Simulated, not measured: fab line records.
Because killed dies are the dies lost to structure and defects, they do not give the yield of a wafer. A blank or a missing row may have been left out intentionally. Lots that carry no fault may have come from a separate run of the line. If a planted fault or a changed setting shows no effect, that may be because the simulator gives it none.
Chamber matching	flow nand_harc	3 sister chambers for NHARC_P_M2_PRE_CLEAN_32 on pecvd-01
The step time 12 s. 3 wafers are shown with their chamber, then 10 later ones without.

## WAFERS PAIRED WITH THEIR CHAMBERS
wafer	chamber	heater_power_w (W)
L086.5	2	662
L089.2	0	627
L089.5	1	825

## WAFERS WHOSE CHAMBER IS MISSING
wafer	heater_power_w (W)
L089.6	623
L088.2	789
L088.3	570
L088.5	625
L091.2	564
L091.4	763
L091.6	625
L093.1	680
L093.4	628
L093.6	577

## EACH ONE'S CHAMBER
wafer	from the rows above	in truth
L089.6	can't be placed: 0 or 2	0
L088.2	1	1
L088.3	can't be placed: 0 or 2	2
L088.5	can't be placed: 0 or 2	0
L091.2	can't be placed: 0 or 2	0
L091.4	can't be placed: 1 or 2 or 0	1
L091.6	can't be placed: 0 or 2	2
L093.1	can't be placed: 2 or 0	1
L093.4	can't be placed: 0 or 2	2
L093.6	can't be placed: 0 or 2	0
Placed correctly: 1 of 10. From these rows, 9 cannot be placed; in 8 the true chamber is one of the candidates. 0 placed wrongly.
How it was worked out, from the rows above alone: a wafer's distance from a chamber is the root of the sum, over the readings, of the square of ((its reading less the chamber's mean) divided by the reading's scatter). If the next closest chamber is less than 2 further off than the closest, the wafer can't be placed; otherwise it belongs to the closest. For every chamber, the mean is computed from those of its wafers that are shown. The scatter (one wafer shown for each chamber): square how far every hidden wafer sits from the nearest shown wafer, average those squares and take the square root.
